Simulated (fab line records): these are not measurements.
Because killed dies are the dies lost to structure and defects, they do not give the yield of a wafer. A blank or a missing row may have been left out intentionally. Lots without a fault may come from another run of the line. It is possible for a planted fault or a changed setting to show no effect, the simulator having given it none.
fab line records / flow nand_harc
record lots=5 wafers=15 last_day=30
route steps=1302 shown P_GATE@155 END@1302
lots that met no fault: from a run of the same line without faults
start_h: start of the lot's first displayed wafer, in hours after the record's first day / wait_h: time in hours since the lot's previous step / " unchanged from the row above / L1.1+2: a single row standing in for several wafers / - no value, or no start given / * or withheld: withheld / < > ~ a bound
route shown NAME@n: NAME is a module with steps in the file, n the number in the route of the first one / usual: mean/standard deviation of fault-free wafers / same: alike in all rows / chamber/n: place in a boat / sites: the reading at each site / _std_site: how widely they spread, as a standard deviation / _edge_site: mean of outer sites minus mean of inner sites / radius_mm: how far each site lies from the wafer's centre / mask NAME#n: copy n / behind: the most recent tool/chamber to have shaped the wafer / hold: the reason the lot was held/the length of the hold in hours/how it ended / device: the transistor (n, p or np) that didn't switch / end of line: the tests these same wafers got at the end of their route / a step with no rows: only its recipe / killed: count of dies lost to structure and defects at first sort (not the wafer's yield) / map: dies across one wafer; x = killed, . = not, _ = none there
set.NAME: the run value of the setting; set.NAME@STEP: its run value at that earlier step / model.NAME: the simulator's own value behind a step, which no gauge read
lots at selected steps of the route; one table per step, one row per wafer
services: when a tool's chamber went out of use (start_h, in hours from the record's first day, below 0 if earlier), for how many hours, and the reason
## steps
# step NHARC_P_GATE_ALD_36
# recipe target_thk_a=200 pulse_time_s=60 ald_cycles=223 temp_c=400 material=SiNx
# usual heater_power_w=827/76 precursor_pulse_height_rel=1.003/0.021
# same ald_cycles=223
lot.wafer=L423.4 tool=ald_sin-04 chamber=2 start_h=108.45 wait_h=- heater_power_w=719 precursor_pulse_height_rel=0.967 since_wet_clean_h=13
lot.wafer=L423.3 tool=ald_sin-04 chamber=3 start_h=109.50 wait_h=- heater_power_w=874 precursor_pulse_height_rel=1.003 since_wet_clean_h=14
lot.wafer=L423.6 tool=ald_sin-04 chamber=3 start_h=113.71 wait_h=- heater_power_w=868 precursor_pulse_height_rel=0.970 since_wet_clean_h=-
lot.wafer=L426.2 tool=ald_sin-04 chamber=3 start_h=141.24 wait_h=- heater_power_w=876 precursor_pulse_height_rel=1.014 since_wet_clean_h=46
lot.wafer=L426.3 tool=ald_sin-04 chamber=0 start_h=142.28 wait_h=- heater_power_w=826 precursor_pulse_height_rel=0.969 since_wet_clean_h=47
lot.wafer=L426.1 tool=ald_sin-04 chamber=2 start_h=144.34 wait_h=- heater_power_w=714 precursor_pulse_height_rel=0.994 since_wet_clean_h=49
lot.wafer=L428.2 tool=ald_sin-03 chamber=0 start_h=159.22 wait_h=- heater_power_w=792 precursor_pulse_height_rel=1.028 since_wet_clean_h=159
lot.wafer=L428.1 tool=ald_sin-03 chamber=1 start_h=160.27 wait_h=- heater_power_w=905 precursor_pulse_height_rel=1.001 since_wet_clean_h=160
lot.wafer=L428.5 tool=ald_sin-03 chamber=3 start_h=162.38 wait_h=- heater_power_w=798 precursor_pulse_height_rel=1.000 since_wet_clean_h=-
lot.wafer=L434.2 tool=ald_sin-03 chamber=1 start_h=219.16 wait_h=- heater_power_w=948 precursor_pulse_height_rel=1.029 since_wet_clean_h=41
lot.wafer=L434.3 tool=ald_sin-03 chamber=2 start_h=220.22 wait_h=- heater_power_w=677 precursor_pulse_height_rel=1.025 since_wet_clean_h=42
lot.wafer=L434.1 tool=ald_sin-03 chamber=3 start_h=221.27 wait_h=- heater_power_w=772 precursor_pulse_height_rel=0.996 since_wet_clean_h=43
lot.wafer=L437.1 tool=ald_sin-01 chamber=2 start_h=248.12 wait_h=- heater_power_w=911 precursor_pulse_height_rel=0.976 since_wet_clean_h=25
lot.wafer=L437.3 tool=ald_sin-01 chamber=3 start_h=249.18 wait_h=- heater_power_w=886 precursor_pulse_height_rel=0.986 since_wet_clean_h=26
lot.wafer=L437.6 tool=ald_sin-01 chamber=0 start_h=250.24 wait_h=- heater_power_w=818 precursor_pulse_height_rel=1.003 since_wet_clean_h=-
# step NHARC_P_GATE_ETCHBACK_37
# recipe target_depth_a=345 time_s=17.2 chf3_flow_sccm=50 o2_flow_sccm=10 ar_flow_sccm=200 rf_w=500 bias_w=200 chemistry=CHF3/O2
# usual drypump_motor_current_A=5.6/0.38 oes_product_au=0.937/0.026 rf_fwd_power_W=490.5/2.9 rf_vpp_V=370.9/2 showerhead_plenum_p_Torr=2.42/0.087 throttle_valve_pct=20.571/0.01
lot.wafer=L423.3 tool=rie_diel-10 chamber=3 start_h=- wait_h=- drypump_motor_current_A=5.6 oes_product_au=0.924 rf_fwd_power_W=489.2 rf_hours_counter_h=3 rf_vpp_V=371.1 showerhead_plenum_p_Torr=2.35 throttle_valve_pct=20.575
lot.wafer=L423.4 tool=rie_diel-10 chamber=2 start_h=- wait_h=- drypump_motor_current_A=5.8 oes_product_au=0.934 rf_fwd_power_W=493.6 rf_hours_counter_h=3 rf_vpp_V=371.1 showerhead_plenum_p_Torr=2.43 throttle_valve_pct=20.571
lot.wafer=L423.6 tool=rie_diel-10 chamber=0 start_h=- wait_h=- drypump_motor_current_A=6.0 oes_product_au=0.907 rf_fwd_power_W=488.6 rf_hours_counter_h=- rf_vpp_V=374.4 showerhead_plenum_p_Torr=2.58 throttle_valve_pct=20.573
lot.wafer=L426.1 tool=rie_diel-10 chamber=2 start_h=- wait_h=- drypump_motor_current_A=5.8 oes_product_au=0.932 rf_fwd_power_W=491.7 rf_hours_counter_h=5 rf_vpp_V=371.0 showerhead_plenum_p_Torr=2.43 throttle_valve_pct=20.565
lot.wafer=L426.2 tool=rie_diel-10 chamber=0 start_h=- wait_h=- drypump_motor_current_A=6.0 oes_product_au=0.919 rf_fwd_power_W=488.8 rf_hours_counter_h=5 rf_vpp_V=373.0 showerhead_plenum_p_Torr=2.58 throttle_valve_pct=20.572
lot.wafer=L426.3 tool=rie_diel-10 chamber=1 start_h=- wait_h=- drypump_motor_current_A=5.5 oes_product_au=0.928 rf_fwd_power_W=488.8 rf_hours_counter_h=5 rf_vpp_V=370.8 showerhead_plenum_p_Torr=2.39 throttle_valve_pct=20.569
lot.wafer=L428.2 tool=rie_diel-03 chamber=1 start_h=- wait_h=- drypump_motor_current_A=6.1 oes_product_au=0.919 rf_fwd_power_W=497.0 rf_hours_counter_h=4 rf_vpp_V=371.5 showerhead_plenum_p_Torr=2.47 throttle_valve_pct=20.568
lot.wafer=L428.1 tool=rie_diel-03 chamber=3 start_h=- wait_h=- drypump_motor_current_A=6.1 oes_product_au=0.926 rf_fwd_power_W=492.2 rf_hours_counter_h=3 rf_vpp_V=367.3 showerhead_plenum_p_Torr=2.27 throttle_valve_pct=20.569
lot.wafer=L428.5 tool=rie_diel-03 chamber=1 start_h=- wait_h=- drypump_motor_current_A=6.1 oes_product_au=0.914 rf_fwd_power_W=495.0 rf_hours_counter_h=- rf_vpp_V=373.6 showerhead_plenum_p_Torr=2.47 throttle_valve_pct=20.573
lot.wafer=L434.1 tool=rie_diel-10 chamber=0 start_h=- wait_h=- drypump_motor_current_A=6.0 oes_product_au=0.918 rf_fwd_power_W=485.5 rf_hours_counter_h=10 rf_vpp_V=373.8 showerhead_plenum_p_Torr=2.58 throttle_valve_pct=20.570
lot.wafer=L434.3 tool=rie_diel-10 chamber=2 start_h=- wait_h=- drypump_motor_current_A=5.8 oes_product_au=0.932 rf_fwd_power_W=494.6 rf_hours_counter_h=10 rf_vpp_V=370.2 showerhead_plenum_p_Torr=2.43 throttle_valve_pct=20.558
lot.wafer=L434.2 tool=rie_diel-10 chamber=3 start_h=- wait_h=- drypump_motor_current_A=5.6 oes_product_au=0.918 rf_fwd_power_W=489.2 rf_hours_counter_h=9 rf_vpp_V=368.0 showerhead_plenum_p_Torr=2.35 throttle_valve_pct=20.563
lot.wafer=L437.1 tool=rie_diel-10 chamber=3 start_h=- wait_h=- drypump_motor_current_A=5.6 oes_product_au=1.007 rf_fwd_power_W=489.2 rf_hours_counter_h=0 rf_vpp_V=369.8 showerhead_plenum_p_Torr=2.35 throttle_valve_pct=20.564
lot.wafer=L437.3 tool=rie_diel-10 chamber=0 start_h=- wait_h=- drypump_motor_current_A=6.0 oes_product_au=0.987 rf_fwd_power_W=486.3 rf_hours_counter_h=0 rf_vpp_V=376.1 showerhead_plenum_p_Torr=2.58 throttle_valve_pct=20.572
lot.wafer=L437.6 tool=rie_diel-10 chamber=2 start_h=- wait_h=- drypump_motor_current_A=5.8 oes_product_au=1.018 rf_fwd_power_W=493.2 rf_hours_counter_h=- rf_vpp_V=371.7 showerhead_plenum_p_Torr=2.43 throttle_valve_pct=20.586
# step NHARC_P_GATE_STRIP_101
# recipe time_s=20 o2_flow_sccm=500 ar_flow_sccm=0 bias_w=0 chemistry=O2
# usual drypump_motor_current_A=5.6/0.37 oes_product_au=0.998/0.01 rf_vpp_V=57.9/0.94 showerhead_plenum_p_Torr=3.55/0.12 throttle_valve_pct=17.037/0.0092
lot.wafer=L423.3 tool=rie_diel-10 chamber=2 start_h=118.04 wait_h=0.1 drypump_motor_current_A=5.8 oes_product_au=0.998 rf_hours_counter_h=3 rf_vpp_V=58.7 showerhead_plenum_p_Torr=3.57 throttle_valve_pct=17.032
lot.wafer=L423.4 tool=rie_diel-10 chamber=3 start_h=118.04 wait_h=0.1 drypump_motor_current_A=5.6 oes_product_au=0.991 rf_hours_counter_h=3 rf_vpp_V=57.3 showerhead_plenum_p_Torr=3.46 throttle_valve_pct=17.028
lot.wafer=L423.6 tool=rie_diel-10 chamber=1 start_h=118.04 wait_h=0.1 drypump_motor_current_A=5.6 oes_product_au=0.993 rf_hours_counter_h=- rf_vpp_V=58.0 showerhead_plenum_p_Torr=3.52 throttle_valve_pct=17.033
lot.wafer=L426.2 tool=rie_diel-10 chamber=1 start_h=150.71 wait_h=0.1 drypump_motor_current_A=5.5 oes_product_au=0.995 rf_hours_counter_h=5 rf_vpp_V=57.3 showerhead_plenum_p_Torr=3.52 throttle_valve_pct=17.035
lot.wafer=L426.3 tool=rie_diel-10 chamber=2 start_h=150.71 wait_h=0.1 drypump_motor_current_A=5.8 oes_product_au=1.008 rf_hours_counter_h=5 rf_vpp_V=58.6 showerhead_plenum_p_Torr=3.57 throttle_valve_pct=17.024
lot.wafer=L426.1 tool=rie_diel-10 chamber=3 start_h=150.71 wait_h=0.1 drypump_motor_current_A=5.6 oes_product_au=0.984 rf_hours_counter_h=4 rf_vpp_V=59.9 showerhead_plenum_p_Torr=3.46 throttle_valve_pct=17.027
lot.wafer=L428.2 tool=rie_diel-03 chamber=3 start_h=167.76 wait_h=0.1 drypump_motor_current_A=6.1 oes_product_au=0.997 rf_hours_counter_h=3 rf_vpp_V=56.9 showerhead_plenum_p_Torr=3.34 throttle_valve_pct=17.027
lot.wafer=L428.1 tool=rie_diel-03 chamber=0 start_h=167.76 wait_h=0.1 drypump_motor_current_A=5.4 oes_product_au=0.984 rf_hours_counter_h=3 rf_vpp_V=59.5 showerhead_plenum_p_Torr=3.64 throttle_valve_pct=17.031
lot.wafer=L428.5 tool=rie_diel-03 chamber=1 start_h=167.76 wait_h=0.1 drypump_motor_current_A=6.1 oes_product_au=0.997 rf_hours_counter_h=- rf_vpp_V=58.2 showerhead_plenum_p_Torr=3.63 throttle_valve_pct=17.032
lot.wafer=L434.1 tool=rie_diel-10 chamber=3 start_h=228.76 wait_h=0.1 drypump_motor_current_A=5.6 oes_product_au=0.994 rf_hours_counter_h=9 rf_vpp_V=56.8 showerhead_plenum_p_Torr=3.45 throttle_valve_pct=17.044
lot.wafer=L434.2 tool=rie_diel-10 chamber=0 start_h=228.76 wait_h=0.1 drypump_motor_current_A=6.0 oes_product_au=0.992 rf_hours_counter_h=10 rf_vpp_V=58.1 showerhead_plenum_p_Torr=3.78 throttle_valve_pct=17.030
lot.wafer=L434.3 tool=rie_diel-10 chamber=2 start_h=228.76 wait_h=0.1 drypump_motor_current_A=5.8 oes_product_au=1.002 rf_hours_counter_h=10 rf_vpp_V=58.3 showerhead_plenum_p_Torr=3.57 throttle_valve_pct=17.044
lot.wafer=L437.3 tool=rie_diel-10 chamber=2 start_h=255.63 wait_h=0.1 drypump_motor_current_A=5.8 oes_product_au=1.006 rf_hours_counter_h=0 rf_vpp_V=57.9 showerhead_plenum_p_Torr=3.57 throttle_valve_pct=17.042
lot.wafer=L437.1 tool=rie_diel-10 chamber=3 start_h=255.63 wait_h=0.1 drypump_motor_current_A=5.6 oes_product_au=1.005 rf_hours_counter_h=0 rf_vpp_V=58.1 showerhead_plenum_p_Torr=3.46 throttle_valve_pct=17.022
lot.wafer=L437.6 tool=rie_diel-10 chamber=2 start_h=255.63 wait_h=0.1 drypump_motor_current_A=5.8 oes_product_au=1.013 rf_hours_counter_h=- rf_vpp_V=59.1 showerhead_plenum_p_Torr=3.57 throttle_valve_pct=17.039
# step NHARC_P_GATE_PRECLEAN_97
# recipe time_s=600 temp_c=120 chemistry=SPM
# step NHARC_P_GATE_SRD_98
# step NHARC_P_GATE_PRECLEAN_99
# recipe time_s=* temp_c=50 bath_age_min=0 chemistry=SC1
# step NHARC_P_GATE_SRD_100
# step NHARC_P_GATE_DEHYDRATE_38
# recipe temp_c=150 time_s=120
# step NHARC_P_GATE_HMDS_39
# recipe time_s=30
# step NHARC_P_GATE_COAT_40
# recipe spin_rpm=3000
# step NHARC_P_GATE_SOFTBAKE_41
# recipe temp_c=122 time_s=95
# step NHARC_P_GATE_EBR_42
# step NHARC_P_GATE_EXPOSE_43
# recipe na=0.6 target_cd_nm=720 dose_mj=14.81 mask_id=P_NSD
# usual stage_vel_mm_s=499.96/0.22
lot.wafer=L423.3 tool=krf_scanner-01 chamber=0 start_h=118.82 wait_h=- mask=P_NSD#0 stage_vel_mm_s=500.02
lot.wafer=L423.4 tool=krf_scanner-01 chamber=0 start_h=118.82 wait_h=- mask=P_NSD#0 stage_vel_mm_s=499.92
lot.wafer=L423.6 tool=krf_scanner-01 chamber=0 start_h=118.82 wait_h=- mask=P_NSD#0 stage_vel_mm_s=499.86
lot.wafer=L426.1 tool=krf_scanner-01 chamber=0 start_h=151.47 wait_h=- mask=P_NSD#0 stage_vel_mm_s=499.91
lot.wafer=L426.2 tool=krf_scanner-01 chamber=0 start_h=151.47 wait_h=- mask=P_NSD#0 stage_vel_mm_s=499.89
lot.wafer=L426.3 tool=krf_scanner-01 chamber=0 start_h=151.47 wait_h=- mask=P_NSD#0 stage_vel_mm_s=499.95
lot.wafer=L428.1 tool=krf_scanner-01 chamber=0 start_h=168.52 wait_h=- mask=P_PSD#0 stage_vel_mm_s=499.83
lot.wafer=L428.2 tool=krf_scanner-01 chamber=0 start_h=168.52 wait_h=- mask=P_PSD#0 stage_vel_mm_s=500.04
lot.wafer=L428.5 tool=krf_scanner-01 chamber=0 start_h=168.52 wait_h=- mask=P_PSD#0 stage_vel_mm_s=499.97
lot.wafer=L434.1 tool=krf_scanner-04 chamber=0 start_h=229.53 wait_h=- mask=P_NSD#0 stage_vel_mm_s=500.30
lot.wafer=L434.2 tool=krf_scanner-04 chamber=0 start_h=229.53 wait_h=- mask=P_NSD#0 stage_vel_mm_s=500.18
lot.wafer=L434.3 tool=krf_scanner-04 chamber=0 start_h=229.53 wait_h=- mask=P_NSD#0 stage_vel_mm_s=499.95
lot.wafer=L437.1 tool=krf_scanner-03 chamber=0 start_h=256.27 wait_h=- mask=P_NSD#0 stage_vel_mm_s=499.95
lot.wafer=L437.3 tool=krf_scanner-03 chamber=0 start_h=256.27 wait_h=- mask=P_NSD#0 stage_vel_mm_s=499.92
lot.wafer=L437.6 tool=krf_scanner-03 chamber=0 start_h=256.27 wait_h=- mask=P_NSD#0 stage_vel_mm_s=500.08
# step NHARC_P_GATE_PEB_44
# recipe peb_temp_c=118 peb_time_s=85
# step NHARC_P_GATE_DEVELOP_45
# recipe time_s=70
# step NHARC_P_GATE_CD_MEAS_46
# recipe target_cd_nm=720 landing_energy_ev=500
# usual cd_nm=720.2/1.6
lot.wafer=L423.3 tool=cd_sem-01 chamber=0 start_h=118.97 wait_h=- cd_nm=719.9
lot.wafer=L423.4 tool=cd_sem-01 chamber=0 start_h=118.97 wait_h=- cd_nm=721.8
lot.wafer=L423.6 tool=cd_sem-01 chamber=0 start_h=118.97 wait_h=- cd_nm=719.6
lot.wafer=L426.1 tool=cd_sem-03 chamber=0 start_h=151.63 wait_h=- cd_nm=720.7
lot.wafer=L426.2 tool=cd_sem-03 chamber=0 start_h=151.63 wait_h=- cd_nm=717.3
lot.wafer=L426.3 tool=cd_sem-03 chamber=0 start_h=151.63 wait_h=- cd_nm=720.6
lot.wafer=L428.1 tool=cd_sem-02 chamber=0 start_h=168.67 wait_h=- cd_nm=-
lot.wafer=L428.2 tool=cd_sem-02 chamber=0 start_h=168.67 wait_h=- cd_nm=-
lot.wafer=L428.5 tool=cd_sem-02 chamber=0 start_h=168.67 wait_h=- cd_nm=-
lot.wafer=L434.1 tool=cd_sem-03 chamber=0 start_h=229.69 wait_h=- cd_nm=721.7
lot.wafer=L434.2 tool=cd_sem-03 chamber=0 start_h=229.69 wait_h=- cd_nm=719.2
lot.wafer=L434.3 tool=cd_sem-03 chamber=0 start_h=229.69 wait_h=- cd_nm=722.6
lot.wafer=L437.1 tool=cd_sem-02 chamber=0 start_h=256.43 wait_h=- cd_nm=717.1
lot.wafer=L437.3 tool=cd_sem-02 chamber=0 start_h=256.43 wait_h=- cd_nm=719.2
lot.wafer=L437.6 tool=cd_sem-02 chamber=0 start_h=256.43 wait_h=- cd_nm=719.9
# step NHARC_P_GATE_HARDBAKE_47
# recipe temp_c=125 time_s=80
# step NHARC_END_SORT_01
# recipe temp_c=25
# usual killed_at_array=53/18 killed_at_other=1.0/1.2 killed_at_periphery=3.6/2.4 killed_dies=58/18 killed_open=3.4/1.8 killed_short=2.3/1.5
# same gross_dies=677
lot.wafer=L428.1 tool=prober-01 chamber=0 start_h=643.86 wait_h=2.5 killed_at_array=73 killed_at_other=0 killed_at_periphery=604 killed_dies=677 killed_open=5 killed_short=2
lot.wafer=L428.2 tool=prober-01 chamber=0 start_h=644.66 wait_h=2.8 killed_at_array=68 killed_at_other=1 killed_at_periphery=608 killed_dies=677 killed_open=4 killed_short=2
lot.wafer=L428.5 tool=prober-01 chamber=0 start_h=647.06 wait_h=3.7 killed_at_array=62 killed_at_other=0 killed_at_periphery=615 killed_dies=677 killed_open=3 killed_short=4
lot.wafer=L434.2 tool=prober-01 chamber=0 start_h=682.50 wait_h=2.8 killed_at_array=41 killed_at_other=1 killed_at_periphery=3 killed_dies=45 killed_open=1 killed_short=4
lot.wafer=L437.1 tool=prober-02 chamber=0 start_h=716.93 wait_h=2.5 killed_at_array=51 killed_at_other=0 killed_at_periphery=5 killed_dies=56 killed_open=3 killed_short=1
# killed by level:class
L428.1 P_GATE:area_expose=602 A_CHANNEL_HOLE_D1:chamber_film_flake=37 A_SLIT:chamber_film_flake=15 A_CHANNEL_HOLE_D2:chamber_film_flake=6 A_CONTACT:chamber_film_flake=4 A_ONON_D1:geometric_particle:open=3 A_STAIRCASE:chamber_film_flake=2 P_M0:geometric_particle:open=1
L428.2 P_GATE:area_expose=606 A_CHANNEL_HOLE_D1:chamber_film_flake=30 A_SLIT:chamber_film_flake=21 A_CONTACT:chamber_film_flake=6 A_CHANNEL_FILL_D1:chamber_film_flake=2 A_CHANNEL_HOLE_D2:chamber_film_flake=2 A_DECK1_JOINT:geometric_particle:open=1 P_M2:geometric_particle:open=1
L428.5 P_GATE:area_expose=611 A_CHANNEL_HOLE_D1:chamber_film_flake=27 A_CONTACT:chamber_film_flake=12 A_SLIT:chamber_film_flake=10 A_CHANNEL_HOLE_D2:chamber_film_flake=5 P_M0:geometric_particle:short=2 A_STAIRCASE:chamber_film_flake=2 P_M0:geometric_particle:open=1
L434.2 A_SLIT:chamber_film_flake=21 A_CONTACT:chamber_film_flake=7 A_CHANNEL_HOLE_D1:chamber_film_flake=4 A_SGD_CUT:geometric_particle:short=1 P_M0:geometric_particle:open=1 A_CHANNEL_FILL_D1:geometric_particle:short=1 A_ONON_D2:geometric_particle:short=1 A_CONTACT:geometric_particle:short=1
L437.1 A_CHANNEL_HOLE_D1:chamber_film_flake=24 A_CHANNEL_HOLE_D2:chamber_film_flake=11 A_SLIT:chamber_film_flake=5 A_STAIRCASE:chamber_film_flake=4 P_M0:geometric_particle:short=1 A_ONON_D1:geometric_particle:open=1 A_CHANNEL_FILL_D2:geometric_particle:open=1 A_M1:geometric_particle:open=1
# map L428.1 (x killed, . not)
____________x____________
_________xxxxxxx_________
_______xxxxxxxxxxx_______
______xxxxxxxxxxxxx______
_____xxxxxxxxxxxxxxx_____
____xxxxxxxxxxxxxxxxx____
____xxxxxxxxxxxxxxxxx____
___xxxxxxxxxxxxxxxxxxx___
___xxxxxxxxxxxxxxxxxxx___
__xxxxxxxxxxxxxxxxxxxxx__
__xxxxxxxxxxxxxxxxxxxxx__
_xxxxxxxxxxxxxxxxxxxxxxx_
_xxxxxxxxxxxxxxxxxxxxxxx_
_xxxxxxxxxxxxxxxxxxxxxxx_
_xxxxxxxxxxxxxxxxxxxxxxx_
_xxxxxxxxxxxxxxxxxxxxxxx_
xxxxxxxxxxxxxxxxxxxxxxxxx
xxxxxxxxxxxxxxxxxxxxxxxxx
xxxxxxxxxxxxxxxxxxxxxxxxx
xxxxxxxxxxxxxxxxxxxxxxxxx
xxxxxxxxxxxxxxxxxxxxxxxxx
_xxxxxxxxxxxxxxxxxxxxxxx_
_xxxxxxxxxxxxxxxxxxxxxxx_
_xxxxxxxxxxxxxxxxxxxxxxx_
_xxxxxxxxxxxxxxxxxxxxxxx_
_xxxxxxxxxxxxxxxxxxxxxxx_
__xxxxxxxxxxxxxxxxxxxxx__
__xxxxxxxxxxxxxxxxxxxxx__
___xxxxxxxxxxxxxxxxxxx___
___xxxxxxxxxxxxxxxxxxx___
____xxxxxxxxxxxxxxxxx____
____xxxxxxxxxxxxxxxxx____
_____xxxxxxxxxxxxxxx_____
______xxxxxxxxxxxxx______
_______xxxxxxxxxxx_______
_________xxxxxxx_________
____________x____________
# map L426.2 (x killed, . not)
____________.____________
_________......._________
_______..........._______
______.x...........______
_____..............._____
____.................____
____.................____
___.........x..x.....x___
___..................x___
__.....................__
__.....................__
_.................x....x_
_................x......_
_......................._
_......................._
_.........x...x........._
.........x..............x
............xxx..........
.........x.xxxxxx........
.........xxxxxxxx........
...........xxxx..........
_...x......xxxx.x......._
_............xx.....x..._
_.......x..xxx.x.....x.._
_..........xx.x........._
_....................x.._
__.................x...__
__.....................__
___.................x.___
___.................x.___
____.................____
____..............x.x____
_____.............x._____
______............x______
_______..........x_______
_________......._________
____________.____________
## services
tool=ald_sin-04 chamber=- start_h=87.29 hours=10.0 kind=pm
tool=ald_sin-01 chamber=2 start_h=95.20 hours=1.6 kind=repair
tool=rie_diel-10 chamber=0 start_h=99.27 hours=- kind=clean
tool=rie_diel-10 chamber=1 start_h=99.27 hours=- kind=clean
tool=rie_diel-10 chamber=2 start_h=99.27 hours=- kind=clean
tool=rie_diel-10 chamber=3 start_h=99.27 hours=- kind=clean
tool=ald_sin-01 chamber=2 start_h=100.33 hours=5.7 kind=repair
tool=rie_diel-03 chamber=- start_h=104.30 hours=9.0 kind=pm
tool=krf_scanner-04 chamber=- start_h=109.23 hours=1.0 kind=repair
tool=ald_sin-04 chamber=- start_h=120.96 hours=0.5 kind=repair
tool=rie_diel-10 chamber=0 start_h=123.77 hours=- kind=clean
tool=ald_sin-03 chamber=- start_h=133.58 hours=0.4 kind=repair
tool=krf_scanner-01 chamber=- start_h=140.00 hours=4.0 kind=pm
tool=ald_sin-01 chamber=- start_h=161.01 hours=2.2 kind=repair
tool=ald_sin-01 chamber=0 start_h=165.71 hours=9.6 kind=repair
tool=ald_sin-03 chamber=- start_h=170.00 hours=10.0 kind=pm
tool=krf_scanner-04 chamber=- start_h=182.00 hours=4.0 kind=pm
tool=rie_diel-10 chamber=1 start_h=208.56 hours=10.6 kind=repair
tool=ald_sin-01 chamber=2 start_h=218.38 hours=5.5 kind=repair
tool=rie_diel-10 chamber=1 start_h=221.55 hours=2.7 kind=repair
tool=krf_scanner-03 chamber=- start_h=224.00 hours=4.0 kind=pm
tool=ald_sin-04 chamber=2 start_h=234.21 hours=4.1 kind=repair
tool=rie_diel-10 chamber=- start_h=242.77 hours=9.0 kind=pm
tool=krf_scanner-04 chamber=- start_h=254.81 hours=1.4 kind=repair
## key
first_sign step=NHARC_P_GATE_EXPOSE_43 reading=mask direction=changed
effect step=NHARC_P_GATE_CD_MEAS_46 reading=cd_nm direction=missing
effect step=NHARC_END_SORT_01 reading=killed_at_periphery direction=up sigmas=99+ usual=3.6 struck=609
more_kills_born_at NHARC_P_GATE_EXPOSE_43@krf_scanner-01=1819
met_at NHARC_P_GATE_EXPOSE_43
struck_wafers L428.1,L428.2,L428.5
later_rows_left_out L428.1,L428.2,L428.5
tester_left_out L428
onset_between 151.47 168.52
fault kind=wrong_mask tool=any chamber=- onset_h=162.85 steps=NHARC_P_GATE_EXPOSE_43 aux_copy=P_PSD#0 scope=struck_lots_only
# tester_left_out: of these lots the tester's yield and bins aren't shown, on N5 and GAA mostly nor the transistor test; their killed dies are dies lost to structure and defects alone, not to doping, threshold or leakage, so they don't give the yield
# later_rows_left_out: the simulator's readings of these wafers behind a module that went badly wrong aren't trusted and aren't shown, but for the sort
